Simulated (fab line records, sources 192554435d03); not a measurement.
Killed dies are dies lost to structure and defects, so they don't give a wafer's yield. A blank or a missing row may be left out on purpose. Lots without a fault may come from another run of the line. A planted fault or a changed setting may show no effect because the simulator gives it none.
fab line records | flow n5_finfet
record lots=6 wafers=16 last_day=17
route steps=1938 shown BEOL_M2@872 BEOL_M4@1111
lots that met no fault: from a run of the same line without faults
start_h: hours from the record's first day to the start of the lot's first wafer shown | wait_h: hours since the lot's step before | " the same as in the row above | L1.1+2: a row that stands for several wafers | - no value, or no start given | * or withheld: withheld | < > ~ a bound
route shown NAME@n: a module of which the file shows steps, and the number in the route of the first | usual: mean/standard deviation of fault-free wafers | same: alike in all rows | chamber/n: place in a boat | sites: the reading at each site | _std_site: their standard deviation | _edge_site: outer sites' mean less inner sites' | radius_mm: how far each site lies from the wafer's centre | mask NAME#n: copy n | behind: the tool/chamber that last shaped the wafer | hold: why the lot was held/for how many hours/how that ended | device: the transistor (n, p or np) that didn't switch | end of line: the same wafers' tests at the end of the route | a step without rows: its recipe alone | killed: dies lost to structure and defects at the first sort, not the wafer's yield | map: a wafer's dies, x killed, . not, _ none there
set.NAME: the setting as run; set.NAME@STEP: as run at that earlier step | model.NAME: the simulator's own value behind a step, which no gauge read
lots at some steps of the route; a table a step, a row a wafer
services: from which hour (start_h, from the record's first day; less than 0 if before it) a tool's chamber was out of use, for how many hours, and why
## steps
# step N5_BEOL_M2_SOFTBAKE_23
# recipe temp_c=110 time_s=60 resist=CAR-EUV
# step N5_BEOL_M2_EXPOSE_25
# recipe mask_id=V1 na=0.33 source_shape=quasar sigma_inner=0.2 sigma_outer=0.8 polarization=unpolarized defocus_nm=5 dose_mj=63
# step N5_BEOL_M2_PEB_26
# recipe peb_temp_c=100 peb_time_s=60 resist=CAR-EUV
# step N5_BEOL_M2_DEVELOP_27
# recipe develop_time_s=30 developer=TMAH resist=CAR-EUV rinse_liquid=surfactant_rinse dry=air_spin dev_temp_c=23
# step N5_BEOL_M2_CD_MEAS_28
# recipe target_cd_nm=26.2 landing_energy_ev=500 detector=se_inlens target_cd_y_nm=24.1 polarity=opening
# usual cd_nm=26.15/0.23
# columns lot.wafer tool chamber start_h wait_h cd_nm
L853.1 cd_sem-03 0 140.84 - 26.29
L853.3 " 0 " " 26.22
L853.4 " 0 " " 26.45
L858.1 cd_sem-01 0 167.58 - 25.97
L858.2 " 0 " " 25.65
L860.1 cd_sem-03 0 183.75 - 26.34
L860.4 " 0 " " 26.02
L870.1 cd_sem-02 0 243.95 - 26.16
L870.5 " 0 " " 26.22
L870.6 " 0 " " 25.65
L869.1 cd_sem-01 0 246.09 - 26.29
L869.4 " 0 " " 25.85
L869.5 " 0 " " 26.12
L872.1 cd_sem-02 0 263.08 - 26.20
L872.4 " 0 " " 26.30
L872.6 " 0 " " 26.27
# step N5_BEOL_M2_OVL_MEAS_29
# recipe points_per_wafer=522
# usual V1_OVL=0.1/0.69
# columns lot.wafer tool chamber start_h wait_h V1_OVL[nm]
L853.1 overlay-02 0 140.87 0.0 -0.5
L853.3 " 0 " " -0.5
L853.4 " 0 " " -1.1
L858.1 overlay-02 0 167.61 0.0 0.7
L858.2 " 0 " " 1.4
L860.1 overlay-01 0 183.78 0.0 1.1
L860.4 " 0 " " -0.1
L870.1 overlay-02 0 243.98 0.0 -0.1
L870.5 " 0 " " -1.1
L870.6 " 0 " " -1.0
L869.1 overlay-02 0 246.12 0.0 0.2
L869.4 " 0 " " -0.3
L869.5 " 0 " " -0.5
L872.1 overlay-02 0 263.11 0.0 1.4
L872.4 " 0 " " 0.6
L872.6 " 0 " " 0.2
# step N5_BEOL_M2_INSPECT_30
# recipe mode=adi inspect_instrument=brightfield
# usual raw_defect_count=387/77
# columns lot.wafer tool chamber start_h wait_h raw_defect_count
L853.1 defect_inspect-02 - 140.92 0.1 376
L853.3 " - " " 395
L853.4 " - " " 466
L858.1 defect_inspect-01 - 167.67 0.1 419
L858.2 " - " " 551
L860.1 defect_inspect-01 - 183.84 0.1 355
L860.4 " - " " 443
L870.1 defect_inspect-01 - 244.04 0.1 268
L870.5 " - " " 362
L870.6 " - " " 346
L869.1 defect_inspect-02 - 246.18 0.1 364
L869.4 " - " " 374
L869.5 " - " " 272
L872.1 defect_inspect-02 - 263.17 0.1 277
L872.4 " - " " 328
L872.6 " - " " 416
# step N5_BEOL_M2_DESCUM_33
# recipe chemistry=O2 time_s=7 source_power_w=50 bias_power_w=20 pressure_mtorr=20 rf_frequency_hz=2.712e+07 temp_c=40 resist=CAR-EUV o2_flow_sccm=225
# usual drypump_motor_current_A=5.8/0.45 o2_flow_sccm=224.9/0.75 oes_product_au=0.79/0.091 rf_vpp_V=243.4/1.5 showerhead_plenum_p_Torr=2.10/0.075 throttle_valve_pct=20.37/0.17
# columns lot.wafer tool chamber start_h wait_h drypump_motor_current_A o2_flow_sccm oes_product_au rf_hours_counter_h rf_vpp_V showerhead_plenum_p_Torr throttle_valve_pct
L853.1 rie_diel-03 2 140.96 0.0 5.4 224.1 0.81 84 243.6 2.11 20.15
L853.3 " 1 " " 5.3 225.4 0.86 56 243.6 2.13 20.18
L853.4 " 0 " " 5.6 224.2 0.74 177 242.2 2.07 20.19
L858.1 rie_diel-02 3 167.87 0.2 5.6 225.2 0.74 169 242.6 2.09 20.40
L858.2 " 1 " " 6.2 224.2 0.72 210 243.9 2.15 20.27
L860.1 rie_diel-03 1 183.92 0.1 5.3 224.2 0.83 76 243.6 2.12 20.19
L860.4 " 0 " " 5.6 225.2 0.73 195 243.9 2.07 20.23
L870.1 rie_diel-03 0 245.08 1.0 5.6 225.0 0.71 214 242.4 2.06 20.28
L870.5 " 3 " " 5.7 225.1 0.91 - 244.9 2.23 20.28
L870.6 " 0 " " 5.6 223.9 0.71 - 243.2 2.06 20.28
L869.1 rie_diel-04 0 246.21 0.0 6.7 225.8 0.89 25 244.4 2.23 20.48
L869.4 " 3 " " 6.4 226.3 0.86 - 243.6 2.12 20.51
L869.5 " 0 " " 6.7 224.3 0.89 - 245.1 2.23 20.46
L872.1 rie_diel-03 1 263.20 0.0 5.3 224.7 0.80 103 242.3 2.11 20.24
L872.4 " 1 " " 5.3 224.6 0.81 - 243.4 2.11 20.26
L872.6 " 3 " " 5.7 226.2 0.91 - 246.8 2.23 20.30
# step N5_BEOL_M2_ETCH_77
# recipe chemistry=N2/H2 target=underlayer target_depth_a=65 mask_material=CAR-EUV time_s=5.2 ion_energy_ev=200 pressure_mtorr=30 source_w=840 bias_w=150 n2_flow_sccm=200 h2_flow_sccm=200 ends=cleared
# usual drypump_motor_current_A=5.8/0.46 etch_rf_on_time_s=5.19/0.13 oes_product_au=0.67/0.076 rf_vpp_V=524.3/2.8 showerhead_plenum_p_Torr=2.56/0.092 throttle_valve_pct=17.81/0.23
# columns lot.wafer tool chamber start_h wait_h drypump_motor_current_A etch_rf_on_time_s oes_product_au rf_hours_counter_h rf_vpp_V showerhead_plenum_p_Torr throttle_valve_pct
L853.1 rie_diel-03 2 140.99 0.0 5.4 5.20 0.69 84 525.0 2.55 17.53
L853.3 " 1 " " 5.3 5.32 0.72 56 525.3 2.59 17.52
L853.4 " 0 " " 5.6 5.08 0.64 177 523.1 2.55 17.93
L858.1 rie_diel-02 3 167.91 0.0 5.6 4.95 0.64 169 525.2 2.53 17.87
L858.2 " 1 " " 6.2 5.36 0.60 210 526.7 2.63 17.94
L860.1 rie_diel-03 1 183.95 0.0 5.3 5.18 0.70 76 523.4 2.58 17.57
L860.4 " 0 " " 5.6 5.02 0.63 195 523.8 2.54 17.96
L870.1 rie_diel-03 0 245.12 0.0 5.6 5.05 0.62 214 524.8 2.53 18.01
L870.5 " 3 " " 5.7 5.13 0.79 - 528.1 2.69 17.66
L870.6 " 0 " " 5.6 5.04 0.62 - 524.2 2.53 17.98
L869.1 rie_diel-04 0 246.24 0.0 6.7 5.16 0.75 25 528.7 2.72 17.86
L869.4 " 3 " " 6.4 5.21 0.71 - 524.0 2.58 17.85
L869.5 " 0 " " 6.7 5.17 0.75 - 527.6 2.72 17.89
L872.1 rie_diel-03 1 263.24 0.0 5.3 5.29 0.68 103 523.1 2.57 17.61
L872.4 " 1 " " 5.3 5.19 0.69 - 525.2 2.57 17.62
L872.6 " 3 " " 5.7 5.14 0.77 - 530.9 2.69 17.66
# step N5_BEOL_M2_ETCH_69
# recipe chemistry=CF4 target=SiARC target_depth_a=156 mask_material=CAR-EUV time_s=26 ion_energy_ev=80 pressure_mtorr=40 source_w=545 bias_w=36 Ar_flow_sccm=100 cf4_flow_sccm=100 ends=cleared
# usual drypump_motor_current_A=5.8/0.45 etch_rf_on_time_s=26.0/0.6 oes_product_au=0.67/0.077 rf_vpp_V=184.0/1.3 showerhead_plenum_p_Torr=2.15/0.072 throttle_valve_pct=15.56/0.18
# columns lot.wafer tool chamber start_h wait_h drypump_motor_current_A etch_rf_on_time_s oes_product_au rf_hours_counter_h rf_vpp_V showerhead_plenum_p_Torr throttle_valve_pct
L853.1 rie_diel-03 2 141.01 0.0 5.4 25.7 0.70 84 183.2 2.16 15.34
L853.3 " 1 " " 5.3 26.3 0.72 56 184.7 2.17 15.32
L853.4 " 0 " " 5.6 25.2 0.64 177 184.3 2.13 15.47
L858.1 rie_diel-02 3 167.92 0.0 5.6 25.0 0.64 169 183.6 2.13 15.58
L858.2 " 1 " " 6.2 26.5 0.61 210 184.9 2.21 15.58
L860.1 rie_diel-03 1 183.97 0.0 5.3 26.5 0.71 76 183.4 2.17 15.36
L860.4 " 0 " " 5.6 25.4 0.63 195 182.7 2.12 15.51
L870.1 rie_diel-03 0 245.13 0.0 5.6 25.4 0.61 214 183.6 2.12 15.53
L870.5 " 3 " " 5.7 25.7 0.79 - 184.8 2.27 15.44
L870.6 " 0 " " 5.6 25.3 0.61 - 183.5 2.12 15.53
L869.1 rie_diel-04 0 246.26 0.0 6.7 25.7 0.76 25 185.6 2.27 15.53
L869.4 " 3 " " 6.4 26.4 0.71 - 185.3 2.18 15.64
L869.5 " 0 " " 6.7 25.9 0.75 - 186.7 2.27 15.54
L872.1 rie_diel-03 1 263.25 0.0 5.3 26.2 0.68 103 183.2 2.16 15.42
L872.4 " 1 " " 5.3 26.1 0.69 - 184.3 2.16 15.42
L872.6 " 3 " " 5.7 25.7 0.78 - 186.5 2.27 15.46
# step N5_BEOL_M2_ALD_98
# recipe material=SiO2 target_thk_a=25 temp_c=100 ald_precursor_family=BDEAS ald_co_reactant=O2-plasma pulse_time_s=1 co_reactant_pulse_time_s=1 purge_time_s=2 co_reactant_purge_time_s=2 ald_cycles=17 pressure_torr=2
# usual heater_power_w=80/9.2 precursor_pulse_height_rel=1.002/0.019 susceptor_temp_C=100.01/0.13
# columns lot.wafer tool chamber start_h wait_h heater_power_w precursor_pulse_height_rel susceptor_temp_C
L853.1 ald_sin-04 3 141.09 0.1 83 0.991 99.81
L853.3 " 1 " " 71 1.022 100.11
L853.4 " 0 " " 93 1.004 100.13
L858.1 ald_sin-03 1 168.00 0.1 71 0.989 100.26
L858.2 " 3 " " 83 0.992 100.15
L860.1 ald_sin-04 0 184.05 0.1 92 1.044 99.83
L860.4 " 2 " " 103 0.961 99.97
L870.1 ald_sin-03 0 245.21 0.1 78 1.006 100.19
L870.5 " 3 " " 84 1.018 100.32
L870.6 " 0 " " 81 1.009 100.15
L869.1 ald_sin-04 0 246.76 0.5 92 1.003 99.98
L869.4 " 3 " " 84 0.976 100.00
L869.5 " 0 " " 88 1.001 99.94
L872.1 ald_sin-04 1 263.34 0.1 71 0.999 99.95
L872.4 " 0 " " 92 1.009 99.71
L872.6 " 2 " " 106 0.995 99.99
# step N5_BEOL_M2_ETCHBACK_99
# recipe chemistry=CHF3 target=SiO2 target_depth_a=50 time_s=10.4 source_w=215 bias_w=47 Ar_flow_sccm=200 CHF3_flow_sccm=12 ion_energy_ev=100 pressure_mtorr=30
# usual drypump_motor_current_A=5.8/0.47 oes_product_au=0.79/0.091 rf_vpp_V=243/5.4 showerhead_plenum_p_Torr=2.17/0.079 throttle_valve_pct=17.00/0.21
# columns lot.wafer tool chamber start_h wait_h drypump_motor_current_A oes_product_au rf_hours_counter_h rf_vpp_V showerhead_plenum_p_Torr throttle_valve_pct
L853.1 rie_diel-03 3 141.58 0.4 5.7 0.71 244 227 2.04 17.38
L853.3 " 2 " " 5.4 0.81 85 249 2.17 16.81
L853.4 " 1 " " 5.3 0.85 56 240 2.17 16.70
L858.1 rie_diel-03 0 177.28 9.2 5.6 0.74 192 242 2.13 16.91
L858.2 " 2 " " 5.4 0.79 100 247 2.16 16.86
L860.1 rie_diel-03 1 184.91 0.8 5.3 0.82 76 240 2.16 16.73
L860.4 " 0 " " 5.6 0.73 195 244 2.13 16.91
L870.1 rie_diel-04 3 247.59 2.3 6.4 0.84 64 249 2.20 17.20
L870.5 " 0 " " 6.7 0.88 - 251 2.29 17.03
L870.6 " 3 " " 6.5 0.84 - 250 2.20 17.20
L869.1 rie_diel-02 0 248.07 1.3 5.3 0.69 227 242 2.02 16.90
L869.4 " 0 " " 5.3 0.70 - 242 2.02 16.90
L869.5 " 3 " " 5.6 0.73 - 243 2.16 17.19
L872.1 rie_diel-04 3 265.58 2.2 6.4 0.84 71 249 2.20 17.21
L872.4 " 0 " " 6.7 0.88 32 250 2.28 17.06
L872.6 " 3 " " 6.4 0.84 - 246 2.20 17.23
# step N5_BEOL_M2_ETCH_70
# recipe chemistry=N2/H2 target=SOC target_depth_a=800 overetch_a=240 mask_material=SiARC temp_c=40 time_s=130 ion_energy_ev=200 pressure_mtorr=30 source_w=840 bias_w=150 n2_flow_sccm=200 h2_flow_sccm=200
# usual drypump_motor_current_A=5.8/0.47 oes_product_au=0.58/0.065 rf_vpp_V=524.4/2.6 showerhead_plenum_p_Torr=2.56/0.093 throttle_valve_pct=17.76/0.24
# columns lot.wafer tool chamber start_h wait_h drypump_motor_current_A oes_product_au rf_hours_counter_h rf_vpp_V showerhead_plenum_p_Torr throttle_valve_pct model.SiARC_of_BEOL_M2_COAT_68.thk_nm
L853.1 rie_diel-03 3 141.62 0.0 5.7 0.52 244 519.9 2.39 17.98 6.2
L853.3 " 2 " " 5.4 0.59 85 524.3 2.55 17.50 5.6
L853.4 " 1 " " 5.3 0.62 56 523.6 2.59 17.51 6
L858.1 rie_diel-03 0 177.31 0.0 5.7 0.54 192 522.9 2.54 17.92 6.8
L858.2 " 2 " " 5.4 0.58 100 525.3 2.55 17.51 5.6
L860.1 rie_diel-03 1 184.94 0.0 5.3 0.61 76 525.1 2.58 17.51 7.2
L860.4 " 0 " " 5.6 0.53 195 523.2 2.54 17.91 6.8
L870.1 rie_diel-04 3 247.63 0.0 6.4 0.62 64 524.5 2.58 17.82 5.8
L870.5 " 0 " " 6.7 0.65 - 527.9 2.72 17.84 5.6
L870.6 " 3 " " 6.4 0.63 - 523.8 2.58 17.80 5.6
L869.1 rie_diel-02 0 248.10 0.0 5.3 0.52 227 519.2 2.39 17.58 6
L869.4 " 0 " " 5.3 0.52 - 521.1 2.39 17.60 6
L869.5 " 3 " " 5.6 0.52 - 522.8 2.52 17.84 5.6
L872.1 rie_diel-04 3 265.62 0.0 6.4 0.61 71 524.4 2.57 17.82 5.6
L872.4 " 0 " " 6.7 0.64 32 529.9 2.72 17.85 5.6
L872.6 " 3 " " 6.4 0.61 - 524.6 2.57 17.82 5.6
# step N5_BEOL_M2_STRIP_71
# recipe chemistry=N2/H2 temp_c=40 n2_flow_sccm=200 h2_flow_sccm=200 rf_frequency_hz=6e+07
# step N5_BEOL_M4_RC_MEAS_101
# usual DIBL_N=35.8/1.6 DIBL_P=36.0/1.9 IOFF_N=0.151/0.029 IOFF_P=0.21/0.037 ION_N=673/12 ION_P=463/7.3 SS_N=71.5/0.58 SS_P=73.2/0.61 VT_N=251/3.3 VT_P=-250/3.3
# columns lot.wafer tool chamber start_h wait_h DIBL_N[mV/V] DIBL_P[mV/V] IOFF_N[nA/um] IOFF_P[nA/um] ION_N[uA/um] ION_P[uA/um] SS_N[mV/dec] SS_P[mV/dec] VT_N[mV] VT_P[mV]
L853.1 prober-01 0 167.23 0.0 36.0 34.6 0.149 0.19 670 462 71.2 72.9 252 -252
L853.3 " 0 " " 37.7 37.0 0.179 0.24 687 472 71.2 73.5 246 -247
L853.4 " 0 " " 35.0 33.2 0.124 0.18 664 458 71.3 72.8 254 -252
L858.1 prober-02 0 204.84 0.0 35.8 35.9 0.160 0.26 693 478 71.7 73.2 250 -243
L858.2 " 0 " " 36.1 35.9 0.161 0.25 673 470 71.5 73.3 250 -245
L860.1 prober-01 0 210.16 0.0 34.0 33.9 0.108 0.16 658 451 71.1 73.2 256 -252
L860.4 " 0 " " 34.5 34.2 0.117 0.17 663 467 71.0 72.3 252 -250
L869.1 prober-01 0 277.28 0.0 36.1 36.7 0.174 0.22 691 473 71.8 73.6 247 -252
L869.4 " 0 " " 33.0 32.3 0.112 0.16 659 455 70.5 72.4 255 -251
L869.5 " 0 " " 33.6 33.6 0.128 0.17 677 463 71.3 73.2 252 -251
L870.1 prober-01 0 280.84 0.0 35.6 35.9 0.150 0.20 673 459 71.4 73.4 247 -251
L870.5 " 0 " " 33.0 32.2 0.112 0.15 672 461 70.1 73.0 255 -255
L870.6 " 0 " " 36.4 37.1 0.163 0.23 672 466 71.8 74.1 249 -249
L872.1 prober-01 0 298.73 0.0 35.4 37.2 0.163 0.22 687 471 71.6 74.1 248 -249
L872.4 " 0 " " 35.1 36.1 0.154 0.20 676 460 71.5 73.4 247 -252
L872.6 " 0 " " 35.6 37.5 0.161 0.21 675 464 71.8 74.1 249 -251
## services
# columns tool chamber start_h hours kind
rie_diel-02 - 145.40 4.3 pm
rie_diel-03 3 158.12 - clean
rie_diel-03 3 158.12 - consumable_replace:focus_ring
rie_diel-03 3 158.12 - consumable_replace:showerhead
rie_diel-03 3 158.12 16.4 scheduled_down
rie_diel-03 3 158.12 16.4 vent_cycle
ald_sin-04 - 161.65 6.1 pm
rie_diel-02 - 163.03 3.2 repair
rie_diel-04 0 165.28 - clean
rie_diel-04 0 165.28 - consumable_replace:focus_ring
rie_diel-04 0 165.28 - consumable_replace:showerhead
rie_diel-04 0 165.28 18.7 scheduled_down
rie_diel-04 0 165.28 18.7 vent_cycle
rie_diel-04 1 184.08 - clean
rie_diel-04 1 184.08 - consumable_replace:focus_ring
rie_diel-04 1 184.08 16.1 scheduled_down
rie_diel-04 1 184.08 16.1 vent_cycle
rie_diel-03 3 189.80 9.6 repair
rie_diel-03 - 219.02 2.8 pm
rie_diel-04 2 235.93 - clean
rie_diel-04 2 235.93 - consumable_replace:focus_ring
ald_sin-04 3 256.85 3.1 repair
rie_diel-03 0 259.75 6.6 repair
rie_diel-02 0 261.10 2.4 repair
## key
first_sign none at tools or gauges
model_effect step=N5_BEOL_M2_ETCH_70 value=SiARC_of_BEOL_M2_COAT_68.thk_nm without=5.733 struck=6.933
met_at N5_BEOL_M2_ETCH_70
struck_wafers L858.1,L860.1,L860.4
onset_between 141.62 177.31
fault kind=process_parameter_drift tool=rie_diel-03 chamber=- onset_h=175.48 steps=N5_BEOL_M2_ETCH_70 channel=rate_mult offset=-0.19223 shape=step end_h=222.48 scope=struck_wafers_only
